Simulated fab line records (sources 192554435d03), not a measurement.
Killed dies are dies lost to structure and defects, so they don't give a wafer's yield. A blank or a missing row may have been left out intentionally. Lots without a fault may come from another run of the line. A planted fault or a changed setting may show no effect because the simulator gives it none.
What tool caused it?    flow n5-finfet    24 lots, 72 wafers sampled, at 6 steps of a route of 1938

WHAT THE GAUGES READ, wafer by wafer
N5_BEOL_M5_CD_MEAS_11 targets a cd of 27.74 nm. Usual: cd-nm at 27.98 nm, with a standard deviation of 0.27.
lot   measured      on         cd-nm (nm)         flag
L076  day 8 22:40   cd-sem-01  28.23 28.42 28.44  
L077  day 9 01:34   cd-sem-03  28.10 28.41 28.00  
L075  day 9 05:05   cd-sem-02  27.80 27.99 28.75  
L078  day 9 12:08   cd-sem-02  28.25 28.15 28.00  
L080  day 9 21:20   cd-sem-03  28.55 28.00 28.47  
L074  day 9 23:59   cd-sem-01  28.09 27.66 27.62  
L081  day 10 03:27  cd-sem-01  27.86 28.07 27.80  
L079  day 10 03:34  cd-sem-02  27.88 27.99 28.06  
L082  day 10 07:43  cd-sem-02  27.95 27.84 27.74  
L083  day 11 02:16  cd-sem-01  27.94 27.70 27.96  
L084  day 11 02:18  cd-sem-02  27.75 27.69 27.96  
L085  day 11 04:41  cd-sem-01  27.83 27.60 27.58  
L086  day 11 21:41  cd-sem-02  28.18 28.20 27.98  
L088  day 12 13:43  cd-sem-01  28.14 28.65 28.00  
L090  day 12 21:32  cd-sem-01  28.10 28.08 28.18  
L089  day 12 21:55  cd-sem-03  27.81 28.13 27.67  
L087  day 12 22:14  cd-sem-02  27.94 27.41 28.17  
L091  day 13 01:25  cd-sem-01  27.60 28.01 27.70  
L092  day 13 01:41  cd-sem-03  28.06 27.51 28.18  
L093  day 13 22:34  cd-sem-01  28.11 28.03 28.07  
L094  day 14 05:01  cd-sem-02  27.94 27.78 27.92  
L095  day 14 09:44  cd-sem-02  27.93 27.99 27.63  
L096  day 14 13:44  cd-sem-03  27.50 27.96 27.80  
L097  day 14 15:51  cd-sem-03  28.08 28.33 28.32  

N5_BEOL_M5_OCD_MEAS_38. Usual: trench-depth-nm at 70.8 nm, with a standard deviation of 1.7.
lot   measured      on      trench-depth-nm (nm)  flag
L076  day 9 00:20   ocd-02  71.1 70.0 70.7        
L077  day 9 04:19   ocd-02  73.7 70.2 70.8        
L075  day 9 06:52   ocd-02  70.6 71.2 69.8        
L078  day 9 14:54   ocd-01  70.5 70.1 70.8        
L080  day 9 23:43   ocd-01  71.2 71.1 70.2        
L074  day 10 02:57  ocd-01  69.8 69.7 73.9        
L081  day 10 06:47  ocd-01  73.6 69.6 72.2        
L079  day 10 07:24  ocd-01  70.0 70.3 69.3        
L082  day 10 09:27  ocd-02  68.6 69.2 70.0        
L083  day 11 05:50  ocd-02  69.8 69.9 71.4        
L084  day 11 05:43  ocd-01  72.2 69.7 70.0        
L085  day 11 06:38  ocd-02  70.8 71.9 74.3        
L086  day 12 00:41  ocd-02  74.1 69.0 70.4        
L088  day 12 18:16  ocd-02  69.7 71.4 72.3        
L090  day 13 01:12  ocd-02  73.3 69.1 72.3        
L089  day 13 01:10  ocd-01  70.6 74.1 69.2        
L087  day 13 00:49  ocd-02  70.0 72.3 68.7        
L091  day 13 07:06  ocd-01  69.5 69.9 69.7        
L092  day 13 07:31  ocd-01  73.3 68.8 69.9        
L093  day 14 02:22  ocd-01  73.3 69.1 69.3        
L094  day 14 09:04  ocd-01  69.7 73.7 68.7        
L095  day 14 12:39  ocd-02  74.4 71.8 72.4        
L096  day 14 18:34  ocd-02  72.7 70.7 70.9        
L097  day 14 18:18  ocd-02  69.5 69.3 70.0        

N5_BEOL_M5_CD_MEAS_35: target cd 28 nm, target cd y 24 nm. Usual: cd-nm at 28.0 nm, with a standard deviation of 0.37.
lot   measured      on         cd-nm (nm)      flag
L076  day 9 00:30   cd-sem-01  27.8 28.2 28.3  
L077  day 9 04:28   cd-sem-03  28.1 28.8 28.4  
L075  day 9 07:01   cd-sem-01  28.3 28.2 28.8  
L078  day 9 15:03   cd-sem-03  28.0 27.7 27.8  
L080  day 9 23:58   cd-sem-02  28.2 27.1 27.5  
L074  day 10 03:06  cd-sem-01  27.9 27.9 28.0  
L081  day 10 07:03  cd-sem-01  28.0 28.4 27.4  
L079  day 10 07:33  cd-sem-01  28.0 27.7 27.5  
L082  day 10 09:36  cd-sem-02  27.9 27.0 28.4  
L083  day 11 06:00  cd-sem-03  28.0 28.3 28.1  
L084  day 11 05:52  cd-sem-03  27.6 27.8 27.8  
L085  day 11 06:47  cd-sem-01  27.7 27.6 27.9  
L086  day 12 00:51  cd-sem-03  27.9 27.8 28.0  
L088  day 12 18:25  cd-sem-03  28.5 28.2 28.5  
L090  day 13 01:22  cd-sem-03  27.7 28.1 28.3  
L089  day 13 01:19  cd-sem-02  27.8 27.6 27.9  
L087  day 13 00:58  cd-sem-03  27.8 27.9 27.8  
L091  day 13 07:15  cd-sem-03  28.7 28.0 27.6  
L092  day 13 07:40  cd-sem-03  27.8 27.3 27.5  
L093  day 14 02:31  cd-sem-02  27.8 27.9 28.4  
L094  day 14 09:13  cd-sem-03  27.4 27.7 28.2  
L095  day 14 12:49  cd-sem-01  27.8 27.7 28.3  
L096  day 14 18:43  cd-sem-02  28.4 29.0 28.1  
L097  day 14 18:27  cd-sem-02  28.0 28.0 28.3  

N5_BEOL_M6_CD_MEAS_11 targets a cd of 38.5 nm. Usual: cd-nm at 38.5 nm, with a standard deviation of 0.54.
lot   measured      on         cd-nm (nm)      flag
L076  day 9 11:05   cd-sem-03  38.8 38.5 39.4  
L077  day 9 15:34   cd-sem-01  38.4 38.4 38.9  
L075  day 9 18:57   cd-sem-01  38.6 39.1 39.1  
L078  day 10 00:10  cd-sem-03  38.6 37.7 38.3  
L080  day 10 10:38  cd-sem-02  37.8 37.9 38.1  
L074  day 10 16:05  cd-sem-02  38.5 36.8 38.1  
L081  day 10 16:15  cd-sem-02  38.8 38.6 38.1  
L079  day 10 16:37  cd-sem-02  37.0 37.5 37.8  
L082  day 10 19:42  cd-sem-02  38.3 38.2 38.5  
L083  day 11 14:35  cd-sem-03  38.3 38.2 38.0  
L084  day 11 14:14  cd-sem-02  38.8 38.4 38.6  
L085  day 11 18:54  cd-sem-01  37.8 38.5 38.7  
L086  day 12 10:23  cd-sem-02  37.3 38.3 38.3  
L088  day 13 07:44  cd-sem-01  37.8 38.7 38.1  
L090  day 13 12:42  cd-sem-03  39.1 39.6 39.0  
L089  day 13 11:29  cd-sem-03  38.1 39.7 38.0  
L087  day 13 09:16  cd-sem-03  38.9 38.2 38.1  
L091  day 13 16:02  cd-sem-02  38.0 38.5 38.0  
L092  day 13 16:11  cd-sem-01  38.1 38.7 38.5  
L093  day 14 10:41  cd-sem-02  38.3 38.3 38.1  
L094  day 14 19:17  cd-sem-01  39.0 38.3 37.9  
L095  day 15 00:35  cd-sem-03  38.3 38.8 38.5  
L096  day 15 04:02  cd-sem-02  38.0 38.9 38.9  
L097  day 15 03:13  cd-sem-01  38.6 38.9 39.9  

EACH LOT AND THE TOOL THAT RAN IT (in order: tool; ch and the chambers of the sampled wafers; start)
lot   N5_BEOL_M5_SPUTTER_88         N5_BEOL_M6_CURE_74
L076  pvd-sputter-01, day 9 04:57   uv-cure-02 ch 2, day 9 08:02
L077  pvd-sputter-02, day 9 09:44   uv-cure-02 ch 1, day 9 12:38
L075  pvd-sputter-03, day 9 13:14   uv-cure-02 ch 1, day 9 15:35
L078  pvd-sputter-03, day 9 19:34   uv-cure-03 ch 2, day 9 22:37
L080  pvd-sputter-02, day 10 06:02  uv-cure-02 ch 0, day 10 08:23
L074  pvd-sputter-01, day 10 07:59  uv-cure-01 ch 2, day 10 11:24
L081  pvd-sputter-03, day 10 12:11  uv-cure-03 ch 1, day 10 14:49
L079  pvd-sputter-01, day 10 12:25  uv-cure-02 ch 2, day 10 15:05
L082  pvd-sputter-02, day 10 14:22  uv-cure-03 ch 0, day 10 16:49
L083  pvd-sputter-03, day 11 10:28  uv-cure-02 ch 1, day 11 12:52
L084  pvd-sputter-02, day 11 10:06  uv-cure-02 ch 1, day 11 12:23
L085  pvd-sputter-02, day 11 15:19  uv-cure-02 ch 1, day 11 17:48
L086  pvd-sputter-03, day 12 06:16  uv-cure-03 ch 0, day 12 08:37
L088  pvd-sputter-02, day 12 23:59  uv-cure-03 ch 2, day 13 02:25
L090  pvd-sputter-02, day 13 07:14  uv-cure-03 ch 2, day 13 10:10
L089  pvd-sputter-01, day 13 05:56  uv-cure-02 ch 1, day 13 08:19
L087  pvd-sputter-03, day 13 05:32  uv-cure-03 ch 1, day 13 07:50
L091  pvd-sputter-02, day 13 11:44  uv-cure-01 ch 0, day 13 14:11
L092  pvd-sputter-03, day 13 12:19  uv-cure-02 ch 1, day 13 14:47
L093  pvd-sputter-02, day 14 06:59  uv-cure-01 ch 2, day 14 09:21
L094  pvd-sputter-01, day 14 13:48  uv-cure-01 ch 2, day 14 16:37
L095  pvd-sputter-02, day 14 17:52  uv-cure-01 ch 2, day 14 20:13
L096  pvd-sputter-02, day 14 23:09  uv-cure-03 ch 1, day 15 01:40
L097  pvd-sputter-01, day 14 22:53  uv-cure-01 ch 2, day 15 01:21
- N5_BEOL_M5_SPUTTER_88: material Cu, target thk 15 nm, time 27.62 s.
- N5_BEOL_M6_CURE_74: cures SiCOH lowk, time 240 s.

AS READ BY THE TOOLS THEMSELVES (means over the sampled wafers that have a number; for cases with no such wafer, the mark the record gives instead)
N5_BEOL_M5_SPUTTER_88. Usual: throttle-valve-pct at 29.6 %, with a standard deviation of 0.91.
lot   tool            throttle-valve-pct (%)  flag
L076  pvd-sputter-01  30.6                    
L077  pvd-sputter-02  29.1                    
L075  pvd-sputter-03  29.5                    
L078  pvd-sputter-03  29.7                    
L080  pvd-sputter-02  29.7                    
L074  pvd-sputter-01  31.1                    
L081  pvd-sputter-03  29.8                    
L079  pvd-sputter-01  31.1                    
L082  pvd-sputter-02  29.1                    
L083  pvd-sputter-03  29.5                    
L084  pvd-sputter-02  29.2                    
L085  pvd-sputter-02  28.4                    
L086  pvd-sputter-03  29.2                    
L088  pvd-sputter-02  29.4                    
L090  pvd-sputter-02  29.0                    
L089  pvd-sputter-01  30.5                    
L087  pvd-sputter-03  29.8                    
L091  pvd-sputter-02  29.2                    
L092  pvd-sputter-03  30.0                    
L093  pvd-sputter-02  29.1                    
L094  pvd-sputter-01  30.3                    
L095  pvd-sputter-02  29.0                    
L096  pvd-sputter-02  29.3                    
L097  pvd-sputter-01  30.3                    

N5_BEOL_M6_CURE_74. Usual: lamp-power-pct 52.31 %, standard deviation 0.056; wafer_temp_C_max 386.8, standard deviation 0.57.
lot   tool        lamp-power-pct (%)  wafer_temp_C_max  flag
L076  uv-cure-02  52.37               387.2             
L077  uv-cure-02  52.28               387.1             
L075  uv-cure-02  52.33               387.1             
L078  uv-cure-03  52.33               386.4             
L080  uv-cure-02  52.31               386.9             
L074  uv-cure-01  52.34               386.4             
L081  uv-cure-03  52.30               387.3             
L079  uv-cure-02  52.29               387.0             
L082  uv-cure-03  52.28               386.3             
L083  uv-cure-02  52.33               387.7             
L084  uv-cure-02  52.32               387.1             
L085  uv-cure-02  52.28               386.9             
L086  uv-cure-03  52.34               386.2             
L088  uv-cure-03  52.35               386.7             
L090  uv-cure-03  52.31               386.6             
L089  uv-cure-02  52.29               387.3             
L087  uv-cure-03  52.38               387.6             
L091  uv-cure-01  52.29               386.4             
L092  uv-cure-02  52.33               386.9             
L093  uv-cure-01  52.36               386.2             
L094  uv-cure-01  52.28               386.4             
L095  uv-cure-01  52.29               385.8             
L096  uv-cure-03  52.31               387.3             
L097  uv-cure-01  52.31               386.2             

THE ANSWER, worked out from the rows above alone
Rule: a lot counts as off when the mean over its wafers that have a number is more than 3 standard deviations away from the usual mean. Also off: a lot with no number at a reading for which 4 or more lots have one. The other lots that the step has rows for count as sound. Order of review: gauges by route order, followed by the tools' own readings, for which a lot's mean as printed above is used. At the first step where some lot is off, the reading lying furthest off is the one used; lots without a number count as furthest.
Across all readings shown, no lot is off: no conclusion can be drawn from this.

WHAT THE SIMULATOR HAD PUT IN
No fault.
